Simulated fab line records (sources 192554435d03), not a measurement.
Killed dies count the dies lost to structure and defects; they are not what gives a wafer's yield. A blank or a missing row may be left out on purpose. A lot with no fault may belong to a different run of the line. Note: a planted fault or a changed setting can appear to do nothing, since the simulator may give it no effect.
Lot-split experiment ; flow n5_finfet ; on a route of 1938 steps: 7 lots, 39 wafers read

== ABOUT THE SPLIT ==
At N5_ZERO_LAYER_DEVELOP_10 (develop time 60 s), the setting develop_time_s was moved away from the recipe's 60 s on 15 of the 39 wafers read, by -48.2% to +46.7%. All remaining wafers had this setting at the recipe value.

== FROM SPLIT TO READING: 1 step shown by the file between the two ==
- N5_ZERO_LAYER_HARDBAKE_23: time 120 s

== THE READING ==
cd_nm at N5_ZERO_LAYER_CD_MEAS_11, given in nm (cd target 2000 nm). Fault-free wafers of this fab line usually give 1999.9 nm, standard deviation 2.4 nm.

wafer;tool, chamber at the split;develop_time_s as run, s;against the recipe;cd_nm, nm;against lot-mates on the recipe
L075.1;litho_track-03, 0;60;recipe;2000.1;-
L075.2;litho_track-03, 0;43.34;-27.8%;1994.8;-7.3
L075.3;litho_track-03, 0;43.34;-27.8%;1994.9;-7.2
L075.4;litho_track-03, 0;43.34;-27.8%;1996.7;-5.4
L075.5;litho_track-03, 0;60;recipe;2002.4;-
L075.6;litho_track-03, 0;60;recipe;2003.8;-
L077.1;litho_track-04, 0;60;recipe;1995.6;-
L077.3;litho_track-04, 0;60;recipe;1996.7;-
L077.6;litho_track-04, 0;60;recipe;1994.1;-
L079.1;litho_track-04, 0;41.14;-31.4%;1991.0;-8.8
L079.2;litho_track-04, 0;41.14;-31.4%;1990.6;-9.2
L079.3;litho_track-04, 0;60;recipe;1998.2;-
L079.4;litho_track-04, 0;41.14;-31.4%;1993.5;-6.3
L079.5;litho_track-04, 0;60;recipe;2002.1;-
L079.6;litho_track-04, 0;60;recipe;1999.0;-
L083.1;litho_track-04, 0;60;recipe;1998.1;-
L083.2;litho_track-04, 0;60;recipe;1996.6;-
L083.3;litho_track-04, 0;60;recipe;1998.1;-
L083.4;litho_track-04, 0;60;recipe;1995.8;-
L083.5;litho_track-04, 0;60;recipe;1996.1;-
L083.6;litho_track-04, 0;60;recipe;1997.3;-
L091.1;litho_track-03, 0;60;recipe;2003.4;-
L091.2;litho_track-03, 0;60;recipe;2002.1;-
L091.3;litho_track-03, 0;60;recipe;2002.9;-
L091.4;litho_track-03, 0;31.06;-48.2%;1985.4;-17.4
L091.5;litho_track-03, 0;31.06;-48.2%;1986.2;-16.6
L091.6;litho_track-03, 0;31.06;-48.2%;1987.3;-15.5
L092.1;litho_track-04, 0;60;recipe;2000.0;-
L092.2;litho_track-04, 0;88;+46.7%;2010.5;+10.8
L092.3;litho_track-04, 0;60;recipe;1998.7;-
L092.4;litho_track-04, 0;88;+46.7%;2006.4;+6.7
L092.5;litho_track-04, 0;60;recipe;2000.5;-
L092.6;litho_track-04, 0;88;+46.7%;2004.6;+4.9
L094.1;litho_track-04, 0;45.18;-24.7%;1990.7;-8.4
L094.2;litho_track-04, 0;60;recipe;1997.1;-
L094.3;litho_track-04, 0;45.18;-24.7%;1992.0;-7.1
L094.4;litho_track-04, 0;60;recipe;1999.9;-
L094.5;litho_track-04, 0;45.18;-24.7%;1994.7;-4.4
L094.6;litho_track-04, 0;60;recipe;2000.4;-

FIT RESULTS
A straight line over all 39 wafers: cd_nm changes by +0.213 nm for each +1% of develop_time_s; r = +0.88; the points scatter about the line by 2.6 nm.
The same after taking each lot's own level away (the mean of its wafers on the recipe; 39 wafers): +0.245 nm for each +1%; r = +0.94; scatter 2.1 nm.
That fit puts the effect of the largest move of develop_time_s on the reading at 12 nm.
Measured against the standard deviation above, the lots' own levels, which go from 1995.47 to 2002.80 nm, span 3.1 times it.
So the lot-to-lot level changes the slope: the two fits differ.
Check: with one of the wafers moved furthest among these (-48.2%) left out of the fit, the line predicts -11.9 nm for it against its lot-mates. It came out at -17.4 nm against them.

== THE WHOLE CHAIN: every reading that the file lists as answering this split, in the file's order ==
step;what it does;reading;change (the file's fit);r (the file's)
N5_ZERO_LAYER_CD_MEAS_11;target cd 2000 nm;cd_nm;+0.254 nm for each +1% of the setting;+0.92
N5_ZERO_LAYER_DESCUM_16;chemistry O2, time 7.9 s;ZERO_LAYER.cd_nm (the simulator's own value, which no gauge read);+0.258 nm for each +1% of the setting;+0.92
N5_ZERO_LAYER_ETCH_17;etches SiO2 in CF4, target depth 12 nm, time 13.3 s;ZERO_LAYER.cd_nm (the simulator's own value, which no gauge read);+0.253 nm for each +1% of the setting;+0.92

== THE FILE'S OWN FIT ==
cd_nm changes by +0.254 nm for each +1% of develop_time_s, r = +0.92.
